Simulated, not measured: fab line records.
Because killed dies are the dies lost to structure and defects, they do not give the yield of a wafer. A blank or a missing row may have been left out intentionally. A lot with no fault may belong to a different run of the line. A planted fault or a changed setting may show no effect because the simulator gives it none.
Matching of chambers | flow n5Finfet | N5_BEOL_M1_PRE_CLEAN_60 on cvdCo-01: 3 sister chambers
The step time 15 s. 6 wafers are shown with their chamber, then 10 later ones without.

== EACH WAFER AND ITS CHAMBER ==
wafer  | chamber | heaterPowerW (W)
L077.2 | 0       | 98
L079.6 | 0       | 97
L084.1 | 2       | 100
L084.5 | 2       | 98
L086.2 | 1       | 77
L086.4 | 1       | 77

== WAFERS MISSING THEIR CHAMBER ==
wafer  | heaterPowerW (W)
L086.5 | 101
L090.2 | 98
L090.4 | 78
L090.5 | 100
L092.4 | 99
L092.5 | 101
L092.6 | 78
L093.1 | 101
L093.2 | 79
L093.6 | 81

== WHICH CHAMBER EACH WENT THROUGH ==
wafer  | from the rows above     | in truth
L086.5 | can't be placed: 2 or 0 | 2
L090.2 | can't be placed: 0 or 2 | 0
L090.4 | 1                       | 1
L090.5 | can't be placed: 2 or 0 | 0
L092.4 | can't be placed: 2 or 0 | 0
L092.5 | can't be placed: 2 or 0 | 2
L092.6 | 1                       | 1
L093.1 | can't be placed: 2 or 0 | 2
L093.2 | 1                       | 1
L093.6 | 1                       | 1
Correctly placed: 4 of 10. From these rows, 6 cannot be placed; in 6 the true chamber is one of the candidates. Wrongly placed: 0.
How it was worked out, from the rows above alone: a wafer's distance from a chamber is the root of the sum, over the readings, of the square of ((its reading less the chamber's mean) divided by the reading's scatter). If the next closest chamber is less than 2 further off than the closest, the wafer can't be placed; otherwise it belongs to the closest. A chamber's mean is the mean of its shown wafers. How the scatter is found: for the shown wafers, subtract from each reading the mean of its chamber, square and add these, divide the total by (wafers less chambers), then take the root.
